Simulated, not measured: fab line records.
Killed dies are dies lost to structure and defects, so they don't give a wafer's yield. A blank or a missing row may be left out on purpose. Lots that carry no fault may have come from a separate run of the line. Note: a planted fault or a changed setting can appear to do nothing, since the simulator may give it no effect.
What tool caused it? || flow n5Finfet || Sampling: 13 lots, 39 wafers, 5 of 1938 route steps

== WHAT EACH GAUGE READ, for each wafer ==
N5_BEOL_M4_RC_MEAS_101. Usual: DIBL_N 35.9 mV/V, standard deviation 1.4; DIBL_P 35.9 mV/V, standard deviation 1.7; EOT_N 10.54, standard deviation 0.11; EOT_P 10.50, standard deviation 0.1; IGATE_N 0.0122 nA/um, standard deviation 0.0018; IGATE_P 0.0036 nA/um, standard deviation 0.00054; IOFF_N 0.160 nA/um, standard deviation 0.026; IOFF_P 0.21 nA/um, standard deviation 0.036; ION_N 672 uA/um, standard deviation 11; ION_P 461 uA/um, standard deviation 8.1; SS_N 71.4 mV/dec, standard deviation 0.54; SS_P 73.2 mV/dec, standard deviation 0.67; VT_N 249.3 mV, standard deviation 2.7; VT_P -250 mV, standard deviation 3.9.
{"lot": "L521", "measured": "day 7 17:38", "on": "prober-01", "DIBL_N (mV/V)": "35.5 34.1 34.8", "DIBL_P (mV/V)": "35.6 33.7 34.4", "EOT_N": "10.54 10.60 10.67", "EOT_P": "10.46 10.53 10.58", "IGATE_N (nA/um)": "0.0127 0.0113 0.0105", "IGATE_P (nA/um)": "0.0037 0.0033 0.0031", "IOFF_N (nA/um)": "0.172 0.148 0.159", "IOFF_P (nA/um)": "0.26 0.23 0.24", "ION_N (uA/um)": "685 678 681", "ION_P (uA/um)": "473 478 474", "SS_N (mV/dec)": "71.3 71.3 71.0", "SS_P (mV/dec)": "73.5 73.0 72.9", "VT_N (mV)": "250.0 248.9 248.9", "VT_P (mV)": "-243 -246 -244", "flag": ""}
{"lot": "L522", "measured": "day 8 04:54", "on": "prober-01", "DIBL_N (mV/V)": "34.3 38.8 36.5", "DIBL_P (mV/V)": "33.6 39.7 35.2", "EOT_N": "10.59 10.63 10.36", "EOT_P": "10.69 10.51 10.31", "IGATE_N (nA/um)": "0.0081 0.0105 0.0133", "IGATE_P (nA/um)": "0.0024 0.0032 0.0040", "IOFF_N (nA/um)": "0.129 0.233 0.155", "IOFF_P (nA/um)": "0.19 0.29 0.22", "ION_N (uA/um)": "660 687 672", "ION_P (uA/um)": "462 468 457", "SS_N (mV/dec)": "71.6 72.8 72.1", "SS_P (mV/dec)": "72.8 74.8 73.3", "VT_N (mV)": "250.5 243.2 251.0", "VT_P (mV)": "-248 -244 -247", "flag": ""}
{"lot": "L523", "measured": "day 9 00:26", "on": "prober-01", "DIBL_N (mV/V)": "34.8 36.4 32.5", "DIBL_P (mV/V)": "34.6 37.3 32.9", "EOT_N": "10.51 10.52 10.50", "EOT_P": "10.50 10.53 10.51", "IGATE_N (nA/um)": "0.0110 0.0118 0.0123", "IGATE_P (nA/um)": "0.0034 0.0037 0.0038", "IOFF_N (nA/um)": "0.127 0.172 0.114", "IOFF_P (nA/um)": "0.20 0.26 0.19", "ION_N (uA/um)": "660 683 669", "ION_P (uA/um)": "460 474 470", "SS_N (mV/dec)": "71.4 71.5 70.7", "SS_P (mV/dec)": "71.7 73.3 72.3", "VT_N (mV)": "253.8 250.2 250.5", "VT_P (mV)": "-248 -246 -247", "flag": ""}
{"lot": "L525", "measured": "day 9 12:25", "on": "prober-02", "DIBL_N (mV/V)": "37.0 35.1 34.3", "DIBL_P (mV/V)": "38.7 36.5 35.6", "EOT_N": "10.56 10.45 10.50", "EOT_P": "10.48 10.38 10.47", "IGATE_N (nA/um)": "0.0104 0.0131 0.0111", "IGATE_P (nA/um)": "0.0031 0.0040 0.0033", "IOFF_N (nA/um)": "0.187 0.160 0.139", "IOFF_P (nA/um)": "0.24 0.20 0.18", "ION_N (uA/um)": "680 680 673", "ION_P (uA/um)": "455 468 459", "SS_N (mV/dec)": "72.2 71.6 71.5", "SS_P (mV/dec)": "74.2 73.1 73.1", "VT_N (mV)": "246.1 248.8 249.6", "VT_P (mV)": "-249 -253 -255", "flag": ""}
{"lot": "L527", "measured": "day 9 05:35", "on": "prober-01", "DIBL_N (mV/V)": "35.8 37.2 35.4", "DIBL_P (mV/V)": "37.4 38.3 36.6", "EOT_N": "10.37 10.49 10.40", "EOT_P": "10.40 10.40 10.40", "IGATE_N (nA/um)": "0.0151 0.0117 0.0136", "IGATE_P (nA/um)": "0.0046 0.0036 0.0041", "IOFF_N (nA/um)": "0.168 0.183 0.158", "IOFF_P (nA/um)": "0.24 0.24 0.21", "ION_N (uA/um)": "689 681 666", "ION_P (uA/um)": "473 463 459", "SS_N (mV/dec)": "71.4 71.7 70.7", "SS_P (mV/dec)": "73.3 73.6 73.8", "VT_N (mV)": "248.0 246.9 249.3", "VT_P (mV)": "-249 -247 -252", "flag": ""}
{"lot": "L529", "measured": "day 10 06:41", "on": "prober-02", "DIBL_N (mV/V)": "36.4 34.8 36.5", "DIBL_P (mV/V)": "37.4 35.2 36.9", "EOT_N": "10.59 10.45 10.45", "EOT_P": "10.44 10.50 10.44", "IGATE_N (nA/um)": "0.0139 0.0138 0.0146", "IGATE_P (nA/um)": "0.0041 0.0040 0.0043", "IOFF_N (nA/um)": "0.167 0.132 0.172", "IOFF_P (nA/um)": "0.19 0.16 0.20", "ION_N (uA/um)": "688 673 679", "ION_P (uA/um)": "457 456 463", "SS_N (mV/dec)": "70.5 71.3 70.6", "SS_P (mV/dec)": "74.0 73.0 73.3", "VT_N (mV)": "249.1 249.8 248.2", "VT_P (mV)": "-254 -256 -251", "flag": ""}
{"lot": "L530", "measured": "day 10 05:20", "on": "prober-02", "DIBL_N (mV/V)": "35.6 35.7 36.2", "DIBL_P (mV/V)": "34.3 35.1 34.6", "EOT_N": "10.66 10.62 10.67", "EOT_P": "10.55 10.64 10.42", "IGATE_N (nA/um)": "0.0112 0.0098 0.0137", "IGATE_P (nA/um)": "0.0034 0.0030 0.0041", "IOFF_N (nA/um)": "0.140 0.142 0.146", "IOFF_P (nA/um)": "0.19 0.19 0.19", "ION_N (uA/um)": "666 663 670", "ION_P (uA/um)": "456 457 462", "SS_N (mV/dec)": "71.3 70.9 71.1", "SS_P (mV/dec)": "72.4 72.9 72.4", "VT_N (mV)": "253.3 251.2 250.4", "VT_P (mV)": "-252 -250 -250", "flag": ""}
{"lot": "L532", "measured": "day 10 16:13", "on": "prober-01", "DIBL_N (mV/V)": "35.7 32.5 36.7", "DIBL_P (mV/V)": "36.3 31.9 37.0", "EOT_N": "10.70 10.62 10.53", "EOT_P": "10.59 10.67 10.46", "IGATE_N (nA/um)": "0.0098 0.0103 0.0123", "IGATE_P (nA/um)": "0.0030 0.0031 0.0037", "IOFF_N (nA/um)": "0.153 0.104 0.161", "IOFF_P (nA/um)": "0.19 0.14 0.20", "ION_N (uA/um)": "676 658 663", "ION_P (uA/um)": "455 448 452", "SS_N (mV/dec)": "70.7 70.6 71.4", "SS_P (mV/dec)": "74.0 72.7 74.8", "VT_N (mV)": "248.6 258.3 250.6", "VT_P (mV)": "-255 -257 -255", "flag": ""}
{"lot": "L533", "measured": "day 11 10:02", "on": "prober-02", "DIBL_N (mV/V)": "38.3 35.8 36.1", "DIBL_P (mV/V)": "39.4 36.3 36.8", "EOT_N": "10.58 10.40 10.56", "EOT_P": "10.50 10.36 10.40", "IGATE_N (nA/um)": "0.0118 0.0162 0.0138", "IGATE_P (nA/um)": "0.0035 0.0048 0.0041", "IOFF_N (nA/um)": "0.204 0.158 0.169", "IOFF_P (nA/um)": "0.25 0.20 0.21", "ION_N (uA/um)": "676 686 687", "ION_P (uA/um)": "464 466 463", "SS_N (mV/dec)": "72.0 71.6 71.7", "SS_P (mV/dec)": "73.9 72.9 72.5", "VT_N (mV)": "243.8 248.7 245.5", "VT_P (mV)": "-250 -250 -251", "flag": ""}
{"lot": "L534", "measured": "day 11 10:28", "on": "prober-01", "DIBL_N (mV/V)": "37.2 33.9 36.1", "DIBL_P (mV/V)": "37.7 32.7 35.5", "EOT_N": "10.62 10.57 10.64", "EOT_P": "10.65 10.72 10.64", "IGATE_N (nA/um)": "0.0091 0.0096 0.0098", "IGATE_P (nA/um)": "0.0027 0.0029 0.0029", "IOFF_N (nA/um)": "0.182 0.125 0.163", "IOFF_P (nA/um)": "0.26 0.18 0.21", "ION_N (uA/um)": "679 672 674", "ION_P (uA/um)": "476 458 461", "SS_N (mV/dec)": "71.4 71.0 71.4", "SS_P (mV/dec)": "73.8 72.8 73.1", "VT_N (mV)": "245.9 253.8 249.0", "VT_P (mV)": "-247 -249 -250", "flag": ""}
{"lot": "L536", "measured": "day 11 15:05", "on": "prober-02", "DIBL_N (mV/V)": "33.7 34.5 34.4", "DIBL_P (mV/V)": "34.0 34.6 35.7", "EOT_N": "9.86 10.37 10.26", "EOT_P": "9.82 10.41 10.26", "IGATE_N (nA/um)": "0.0802 0.0133 0.0175", "IGATE_P (nA/um)": "0.0236 0.0039 0.0051", "IOFF_N (nA/um)": "0.123 0.142 0.152", "IOFF_P (nA/um)": "0.15 0.16 0.17", "ION_N (uA/um)": "663 669 681", "ION_P (uA/um)": "460 453 458", "SS_N (mV/dec)": "70.8 70.9 71.0", "SS_P (mV/dec)": "72.9 73.3 72.9", "VT_N (mV)": "250.7 250.4 247.1", "VT_P (mV)": "-256 -254 -254", "flag": "OFF"}
{"lot": "L543", "measured": "day 13 21:41", "on": "prober-01", "DIBL_N (mV/V)": "36.2 35.4 34.2", "DIBL_P (mV/V)": "37.0 37.1 34.5", "EOT_N": "10.70 10.45 10.55", "EOT_P": "10.69 10.47 10.47", "IGATE_N (nA/um)": "0.0096 0.0130 0.0126", "IGATE_P (nA/um)": "0.0029 0.0039 0.0038", "IOFF_N (nA/um)": "0.186 0.171 0.136", "IOFF_P (nA/um)": "0.23 0.22 0.18", "ION_N (uA/um)": "670 690 660", "ION_P (uA/um)": "458 465 451", "SS_N (mV/dec)": "72.1 71.6 71.1", "SS_P (mV/dec)": "73.9 74.4 72.8", "VT_N (mV)": "245.1 248.0 251.7", "VT_P (mV)": "-248 -250 -253", "flag": ""}
{"lot": "L544", "measured": "day 14 04:16", "on": "prober-02", "DIBL_N (mV/V)": "36.1 35.0 38.2", "DIBL_P (mV/V)": "36.2 35.4 39.4", "EOT_N": "10.38 10.39 10.38", "EOT_P": "10.44 10.30 10.34", "IGATE_N (nA/um)": "0.0122 0.0158 0.0133", "IGATE_P (nA/um)": "0.0037 0.0047 0.0040", "IOFF_N (nA/um)": "0.149 0.136 0.190", "IOFF_P (nA/um)": "0.18 0.17 0.24", "ION_N (uA/um)": "665 678 675", "ION_P (uA/um)": "456 459 462", "SS_N (mV/dec)": "71.0 70.9 71.5", "SS_P (mV/dec)": "72.9 73.7 74.2", "VT_N (mV)": "252.6 253.1 249.5", "VT_P (mV)": "-253 -255 -248", "flag": ""}

== EACH LOT AND THE TOOL THAT RAN IT (in order: tool; ch and the chambers of the sampled wafers; start) ==
{"lot": "L521", "N5_HKMG_FIN_ETCH_31": "rieDiel-05 ch 0,2,3, day 4 08:16", "N5_HKMG_FIN_ETCH_35": "rieDiel-05 ch 0,2,3, day 4 08:32", "N5_HKMG_FIN_ALD_91": "aldMetal-03 ch 0,2,3, day 4 09:13", "N5_HKMG_FIN_NWFM_ALD_20": "aldMetal-01 ch 0,1, day 4 10:11"}
{"lot": "L522", "N5_HKMG_FIN_ETCH_31": "rieDiel-06 ch 0,1,2, day 4 15:17", "N5_HKMG_FIN_ETCH_35": "rieDiel-06 ch 0,1,2, day 4 15:33", "N5_HKMG_FIN_ALD_91": "aldMetal-03 ch 0,2,3, day 4 16:13", "N5_HKMG_FIN_NWFM_ALD_20": "aldMetal-01 ch 1,3, day 4 17:12"}
{"lot": "L523", "N5_HKMG_FIN_ETCH_31": "rieDiel-05 ch 0,1,2, day 4 17:26", "N5_HKMG_FIN_ETCH_35": "rieDiel-05 ch 0,1,2, day 4 17:43", "N5_HKMG_FIN_ALD_91": "aldMetal-01 ch 0,3, day 4 18:23", "N5_HKMG_FIN_NWFM_ALD_20": "aldMetal-02 ch 0,2,3, day 4 19:22"}
{"lot": "L525", "N5_HKMG_FIN_ETCH_31": "rieDiel-01 ch 0,3, day 5 10:56", "N5_HKMG_FIN_ETCH_35": "rieDiel-01 ch 0,3, day 5 11:12", "N5_HKMG_FIN_ALD_91": "aldMetal-03 ch 0,2,3, day 5 11:53", "N5_HKMG_FIN_NWFM_ALD_20": "aldMetal-01 ch 0,1,2, day 5 12:51"}
{"lot": "L527", "N5_HKMG_FIN_ETCH_31": "rieDiel-05 ch 0,1,3, day 5 18:59", "N5_HKMG_FIN_ETCH_35": "rieDiel-05 ch 0,1,3, day 5 19:15", "N5_HKMG_FIN_ALD_91": "aldMetal-03 ch 0,2,3, day 5 19:56", "N5_HKMG_FIN_NWFM_ALD_20": "aldMetal-02 ch 0,1,2, day 5 20:59"}
{"lot": "L529", "N5_HKMG_FIN_ETCH_31": "rieDiel-05 ch 0,1, day 6 06:48", "N5_HKMG_FIN_ETCH_35": "rieDiel-05 ch 0,1, day 6 07:04", "N5_HKMG_FIN_ALD_91": "aldMetal-02 ch 0,1,3, day 6 07:45", "N5_HKMG_FIN_NWFM_ALD_20": "aldMetal-01 ch 1,2, day 6 08:43"}
{"lot": "L530", "N5_HKMG_FIN_ETCH_31": "rieDiel-01 ch 0,1, day 6 10:13", "N5_HKMG_FIN_ETCH_35": "rieDiel-01 ch 0,1, day 6 10:28", "N5_HKMG_FIN_ALD_91": "aldMetal-01 ch 0,2,3, day 6 11:09", "N5_HKMG_FIN_NWFM_ALD_20": "aldMetal-03 ch 2,3, day 6 12:07"}
{"lot": "L532", "N5_HKMG_FIN_ETCH_31": "rieDiel-05 ch 0,3, day 7 00:50", "N5_HKMG_FIN_ETCH_35": "rieDiel-05 ch 0,3, day 7 01:06", "N5_HKMG_FIN_ALD_91": "aldMetal-01 ch 0,1, day 7 01:46", "N5_HKMG_FIN_NWFM_ALD_20": "aldMetal-01 ch 0,1, day 7 02:45"}
{"lot": "L533", "N5_HKMG_FIN_ETCH_31": "rieDiel-06 ch 0,1,2, day 7 04:53", "N5_HKMG_FIN_ETCH_35": "rieDiel-06 ch 0,1,2, day 7 05:08", "N5_HKMG_FIN_ALD_91": "aldMetal-01 ch 0,1, day 7 05:49", "N5_HKMG_FIN_NWFM_ALD_20": "aldMetal-03 ch 0,2,3, day 7 06:47"}
{"lot": "L534", "N5_HKMG_FIN_ETCH_31": "rieDiel-05 ch 0,1,2, day 7 09:55", "N5_HKMG_FIN_ETCH_35": "rieDiel-05 ch 0,1,2, day 7 10:11", "N5_HKMG_FIN_ALD_91": "aldMetal-02 ch 0,1,2, day 7 10:52", "N5_HKMG_FIN_NWFM_ALD_20": "aldMetal-01 ch 0,2,3, day 7 11:50"}
{"lot": "L536", "N5_HKMG_FIN_ETCH_31": "rieDiel-06 ch 1,2, day 8 00:28", "N5_HKMG_FIN_ETCH_35": "rieDiel-06 ch 1,2, day 8 00:43", "N5_HKMG_FIN_ALD_91": "aldMetal-01 ch 2,3, day 8 01:26", "N5_HKMG_FIN_NWFM_ALD_20": "aldMetal-03 ch 0,1,2, day 8 02:24"}
{"lot": "L543", "N5_HKMG_FIN_ETCH_31": "rieDiel-01 ch 1,2,3, day 9 17:29", "N5_HKMG_FIN_ETCH_35": "rieDiel-01 ch 1,2,3, day 9 17:46", "N5_HKMG_FIN_ALD_91": "aldMetal-02 ch 1,2,3, day 9 18:36", "N5_HKMG_FIN_NWFM_ALD_20": "aldMetal-01 ch 1,3, day 9 19:37"}
{"lot": "L544", "N5_HKMG_FIN_ETCH_31": "rieDiel-05 ch 0,1,3, day 9 22:12", "N5_HKMG_FIN_ETCH_35": "rieDiel-05 ch 0,1,3, day 9 22:28", "N5_HKMG_FIN_ALD_91": "aldMetal-01 ch 1,3, day 9 23:08", "N5_HKMG_FIN_NWFM_ALD_20": "aldMetal-03 ch 0,2,3, day 10 00:14"}
- N5_HKMG_FIN_ETCH_31: etches SiARC in CF4, target depth 45.5 nm, time 75.8 s.
- N5_HKMG_FIN_ETCH_35: etches SOC in N2/H2, target depth 215.8 nm, time 243.4 s.
- N5_HKMG_FIN_ALD_91: deposits TiN, target thk 1 nm, pulse time 1 s, purge time 3 s.
- N5_HKMG_FIN_NWFM_ALD_20: deposits TiAlC, target thk 2 nm, pulse time 3 s, purge time 2 s.

== WHAT THE TOOLS THEMSELVES READ (means of the sampled wafers that have a number; where no wafer has one, the mark that the record gives instead) ==
N5_HKMG_FIN_ETCH_31. Usual: drypumpMotorCurrentA 5.7 A, standard deviation 0.47; etchRfOnTimeS 76.3 s, standard deviation 1.8; oesProductAu 0.64 a.u., standard deviation 0.055; rfVppV 183.8 V, standard deviation 1.3; showerheadPlenumPTorr 2.12 Torr, standard deviation 0.085; throttleValvePct 15.73 %, standard deviation 0.18.
{"lot": "L521", "tool": "rieDiel-05", "drypumpMotorCurrentA (A)": 5.3, "etchRfOnTimeS (s)": 76.9, "oesProductAu (a.u.)": 0.64, "rfVppV (V)": 183.5, "showerheadPlenumPTorr (Torr)": 2.06, "throttleValvePct (%)": 15.68, "flag": ""}
{"lot": "L522", "tool": "rieDiel-06", "drypumpMotorCurrentA (A)": 5.8, "etchRfOnTimeS (s)": 74.8, "oesProductAu (a.u.)": 0.65, "rfVppV (V)": 183.4, "showerheadPlenumPTorr (Torr)": 2.14, "throttleValvePct (%)": 15.70, "flag": ""}
{"lot": "L523", "tool": "rieDiel-05", "drypumpMotorCurrentA (A)": 5.8, "etchRfOnTimeS (s)": 76.4, "oesProductAu (a.u.)": 0.62, "rfVppV (V)": 183.0, "showerheadPlenumPTorr (Torr)": 2.02, "throttleValvePct (%)": 15.82, "flag": ""}
{"lot": "L525", "tool": "rieDiel-01", "drypumpMotorCurrentA (A)": 5.4, "etchRfOnTimeS (s)": 77.1, "oesProductAu (a.u.)": 0.68, "rfVppV (V)": 184.7, "showerheadPlenumPTorr (Torr)": 2.16, "throttleValvePct (%)": 15.40, "flag": ""}
{"lot": "L527", "tool": "rieDiel-05", "drypumpMotorCurrentA (A)": 5.7, "etchRfOnTimeS (s)": 77.0, "oesProductAu (a.u.)": 0.62, "rfVppV (V)": 182.8, "showerheadPlenumPTorr (Torr)": 2.05, "throttleValvePct (%)": 15.84, "flag": ""}
{"lot": "L529", "tool": "rieDiel-05", "drypumpMotorCurrentA (A)": 5.7, "etchRfOnTimeS (s)": 76.3, "oesProductAu (a.u.)": 0.63, "rfVppV (V)": 182.2, "showerheadPlenumPTorr (Torr)": 2.00, "throttleValvePct (%)": 15.89, "flag": ""}
{"lot": "L530", "tool": "rieDiel-01", "drypumpMotorCurrentA (A)": 5.7, "etchRfOnTimeS (s)": 76.7, "oesProductAu (a.u.)": 0.67, "rfVppV (V)": 183.8, "showerheadPlenumPTorr (Torr)": 2.15, "throttleValvePct (%)": 15.52, "flag": ""}
{"lot": "L532", "tool": "rieDiel-05", "drypumpMotorCurrentA (A)": 5.2, "etchRfOnTimeS (s)": 76.5, "oesProductAu (a.u.)": 0.65, "rfVppV (V)": 182.6, "showerheadPlenumPTorr (Torr)": 2.03, "throttleValvePct (%)": 15.77, "flag": ""}
{"lot": "L533", "tool": "rieDiel-06", "drypumpMotorCurrentA (A)": 5.8, "etchRfOnTimeS (s)": 76.1, "oesProductAu (a.u.)": 0.63, "rfVppV (V)": 183.9, "showerheadPlenumPTorr (Torr)": 2.13, "throttleValvePct (%)": 15.74, "flag": ""}
{"lot": "L534", "tool": "rieDiel-05", "drypumpMotorCurrentA (A)": 5.8, "etchRfOnTimeS (s)": 76.3, "oesProductAu (a.u.)": 0.70, "rfVppV (V)": 182.5, "showerheadPlenumPTorr (Torr)": 2.10, "throttleValvePct (%)": 15.70, "flag": ""}
{"lot": "L536", "tool": "rieDiel-06", "drypumpMotorCurrentA (A)": 5.7, "etchRfOnTimeS (s)": 73.3, "oesProductAu (a.u.)": 0.62, "rfVppV (V)": 182.7, "showerheadPlenumPTorr (Torr)": 2.10, "throttleValvePct (%)": 15.90, "flag": ""}
{"lot": "L543", "tool": "rieDiel-01", "drypumpMotorCurrentA (A)": 5.9, "etchRfOnTimeS (s)": 77.1, "oesProductAu (a.u.)": 0.59, "rfVppV (V)": 184.4, "showerheadPlenumPTorr (Torr)": 2.15, "throttleValvePct (%)": 15.76, "flag": ""}
{"lot": "L544", "tool": "rieDiel-05", "drypumpMotorCurrentA (A)": 5.7, "etchRfOnTimeS (s)": 74.5, "oesProductAu (a.u.)": 0.69, "rfVppV (V)": 183.2, "showerheadPlenumPTorr (Torr)": 2.13, "throttleValvePct (%)": 15.76, "flag": ""}

N5_HKMG_FIN_ETCH_35. Usual: drypumpMotorCurrentA 5.7 A, standard deviation 0.47; oesProductAu 0.74 a.u., standard deviation 0.063; rfVppV 141.1 V, standard deviation 1.3; showerheadPlenumPTorr 2.51 Torr, standard deviation 0.1; throttleValvePct 17.96 %, standard deviation 0.23.
{"lot": "L521", "tool": "rieDiel-05", "drypumpMotorCurrentA (A)": 5.3, "oesProductAu (a.u.)": 0.74, "rfVppV (V)": 140.2, "showerheadPlenumPTorr (Torr)": 2.43, "throttleValvePct (%)": 17.91, "flag": ""}
{"lot": "L522", "tool": "rieDiel-06", "drypumpMotorCurrentA (A)": 5.8, "oesProductAu (a.u.)": 0.75, "rfVppV (V)": 141.1, "showerheadPlenumPTorr (Torr)": 2.54, "throttleValvePct (%)": 18.01, "flag": ""}
{"lot": "L523", "tool": "rieDiel-05", "drypumpMotorCurrentA (A)": 5.8, "oesProductAu (a.u.)": 0.73, "rfVppV (V)": 139.9, "showerheadPlenumPTorr (Torr)": 2.40, "throttleValvePct (%)": 18.11, "flag": ""}
{"lot": "L525", "tool": "rieDiel-01", "drypumpMotorCurrentA (A)": 5.4, "oesProductAu (a.u.)": 0.80, "rfVppV (V)": 141.6, "showerheadPlenumPTorr (Torr)": 2.57, "throttleValvePct (%)": 17.65, "flag": ""}
{"lot": "L527", "tool": "rieDiel-05", "drypumpMotorCurrentA (A)": 5.7, "oesProductAu (a.u.)": 0.73, "rfVppV (V)": 140.9, "showerheadPlenumPTorr (Torr)": 2.43, "throttleValvePct (%)": 18.09, "flag": ""}
{"lot": "L529", "tool": "rieDiel-05", "drypumpMotorCurrentA (A)": 5.7, "oesProductAu (a.u.)": 0.74, "rfVppV (V)": 140.0, "showerheadPlenumPTorr (Torr)": 2.38, "throttleValvePct (%)": 18.25, "flag": ""}
{"lot": "L530", "tool": "rieDiel-01", "drypumpMotorCurrentA (A)": 5.7, "oesProductAu (a.u.)": 0.78, "rfVppV (V)": 142.1, "showerheadPlenumPTorr (Torr)": 2.57, "throttleValvePct (%)": 17.78, "flag": ""}
{"lot": "L532", "tool": "rieDiel-05", "drypumpMotorCurrentA (A)": 5.2, "oesProductAu (a.u.)": 0.75, "rfVppV (V)": 140.3, "showerheadPlenumPTorr (Torr)": 2.41, "throttleValvePct (%)": 18.05, "flag": ""}
{"lot": "L533", "tool": "rieDiel-06", "drypumpMotorCurrentA (A)": 5.8, "oesProductAu (a.u.)": 0.74, "rfVppV (V)": 141.6, "showerheadPlenumPTorr (Torr)": 2.53, "throttleValvePct (%)": 18.04, "flag": ""}
{"lot": "L534", "tool": "rieDiel-05", "drypumpMotorCurrentA (A)": 5.8, "oesProductAu (a.u.)": 0.82, "rfVppV (V)": 140.7, "showerheadPlenumPTorr (Torr)": 2.50, "throttleValvePct (%)": 18.03, "flag": ""}
{"lot": "L536", "tool": "rieDiel-06", "drypumpMotorCurrentA (A)": 5.7, "oesProductAu (a.u.)": 0.81, "rfVppV (V)": 140.8, "showerheadPlenumPTorr (Torr)": 2.48, "throttleValvePct (%)": 18.22, "flag": ""}
{"lot": "L543", "tool": "rieDiel-01", "drypumpMotorCurrentA (A)": 6.0, "oesProductAu (a.u.)": 0.69, "rfVppV (V)": 141.4, "showerheadPlenumPTorr (Torr)": 2.55, "throttleValvePct (%)": 17.96, "flag": ""}
{"lot": "L544", "tool": "rieDiel-05", "drypumpMotorCurrentA (A)": 5.7, "oesProductAu (a.u.)": 0.80, "rfVppV (V)": 141.7, "showerheadPlenumPTorr (Torr)": 2.52, "throttleValvePct (%)": 18.02, "flag": ""}

N5_HKMG_FIN_ALD_91. Usual: heaterPowerW 844 W, standard deviation 91; precursorPulseHeightRel 1.001, standard deviation 0.019.
{"lot": "L521", "tool": "aldMetal-03", "heaterPowerW (W)": 903, "precursorPulseHeightRel": 1.010, "flag": ""}
{"lot": "L522", "tool": "aldMetal-03", "heaterPowerW (W)": 903, "precursorPulseHeightRel": 1.008, "flag": ""}
{"lot": "L523", "tool": "aldMetal-01", "heaterPowerW (W)": 837, "precursorPulseHeightRel": 1.000, "flag": ""}
{"lot": "L525", "tool": "aldMetal-03", "heaterPowerW (W)": 900, "precursorPulseHeightRel": 1.009, "flag": ""}
{"lot": "L527", "tool": "aldMetal-03", "heaterPowerW (W)": 895, "precursorPulseHeightRel": 0.997, "flag": ""}
{"lot": "L529", "tool": "aldMetal-02", "heaterPowerW (W)": 894, "precursorPulseHeightRel": 1.001, "flag": ""}
{"lot": "L530", "tool": "aldMetal-01", "heaterPowerW (W)": 802, "precursorPulseHeightRel": 1.017, "flag": ""}
{"lot": "L532", "tool": "aldMetal-01", "heaterPowerW (W)": 784, "precursorPulseHeightRel": 1.010, "flag": ""}
{"lot": "L533", "tool": "aldMetal-01", "heaterPowerW (W)": 791, "precursorPulseHeightRel": 0.992, "flag": ""}
{"lot": "L534", "tool": "aldMetal-02", "heaterPowerW (W)": 845, "precursorPulseHeightRel": 0.993, "flag": ""}
{"lot": "L536", "tool": "aldMetal-01", "heaterPowerW (W)": 746, "precursorPulseHeightRel": 0.992, "flag": ""}
{"lot": "L543", "tool": "aldMetal-02", "heaterPowerW (W)": 919, "precursorPulseHeightRel": 1.000, "flag": ""}
{"lot": "L544", "tool": "aldMetal-01", "heaterPowerW (W)": 747, "precursorPulseHeightRel": 1.001, "flag": ""}

N5_HKMG_FIN_NWFM_ALD_20. Usual: heaterPowerW 479 W, standard deviation 52; precursorPulseHeightRel 1.000, standard deviation 0.021.
{"lot": "L521", "tool": "aldMetal-01", "heaterPowerW (W)": 442, "precursorPulseHeightRel": 0.993, "flag": ""}
{"lot": "L522", "tool": "aldMetal-01", "heaterPowerW (W)": 417, "precursorPulseHeightRel": 1.025, "flag": ""}
{"lot": "L523", "tool": "aldMetal-02", "heaterPowerW (W)": 467, "precursorPulseHeightRel": 1.020, "flag": ""}
{"lot": "L525", "tool": "aldMetal-01", "heaterPowerW (W)": 435, "precursorPulseHeightRel": 1.002, "flag": ""}
{"lot": "L527", "tool": "aldMetal-02", "heaterPowerW (W)": 467, "precursorPulseHeightRel": 0.973, "flag": ""}
{"lot": "L529", "tool": "aldMetal-01", "heaterPowerW (W)": 400, "precursorPulseHeightRel": 1.009, "flag": ""}
{"lot": "L530", "tool": "aldMetal-03", "heaterPowerW (W)": 525, "precursorPulseHeightRel": 1.002, "flag": ""}
{"lot": "L532", "tool": "aldMetal-01", "heaterPowerW (W)": 466, "precursorPulseHeightRel": 0.984, "flag": ""}
{"lot": "L533", "tool": "aldMetal-03", "heaterPowerW (W)": 511, "precursorPulseHeightRel": 1.002, "flag": ""}
{"lot": "L534", "tool": "aldMetal-01", "heaterPowerW (W)": 450, "precursorPulseHeightRel": 1.003, "flag": ""}
{"lot": "L536", "tool": "aldMetal-03", "heaterPowerW (W)": 508, "precursorPulseHeightRel": 0.990, "flag": ""}
{"lot": "L543", "tool": "aldMetal-01", "heaterPowerW (W)": 415, "precursorPulseHeightRel": 0.999, "flag": ""}
{"lot": "L544", "tool": "aldMetal-03", "heaterPowerW (W)": 499, "precursorPulseHeightRel": 1.012, "flag": ""}

== THE ANSWER, worked out from the rows above alone ==
Rule: a lot is off if the mean of its wafers that have a number lies more than 3 standard deviations from the usual mean. Also off: a lot with no number at a reading for which 4 or more lots have one. Where the step has rows for the other lots, those lots are counted as sound. Order of review: gauges by route order, followed by the tools' own readings, for which a lot's mean as printed above is used. At the first step where some lot is off, the reading lying furthest off is the one used; lots without a number count as furthest.
Off: L536, seen at N5_BEOL_M4_RC_MEAS_101 (IGATE_N).
If a tool, at a process step before that reading, ran all the lots that are off and no sound lot after the first of them, it fits. Gauges at N5_BEOL_M4_RC_MEAS_101: tried the same way as those tools. One fits: N5_HKMG_FIN_ETCH_31 and N5_HKMG_FIN_ETCH_35 on rieDiel-06. At N5_HKMG_FIN_ETCH_31 its last sound lot is L533 (day 7 04:53), its first lot that is off L536 (day 8 00:28): a fault that began between those two fits.

== WHAT THE SIMULATOR HAD PUT IN ==
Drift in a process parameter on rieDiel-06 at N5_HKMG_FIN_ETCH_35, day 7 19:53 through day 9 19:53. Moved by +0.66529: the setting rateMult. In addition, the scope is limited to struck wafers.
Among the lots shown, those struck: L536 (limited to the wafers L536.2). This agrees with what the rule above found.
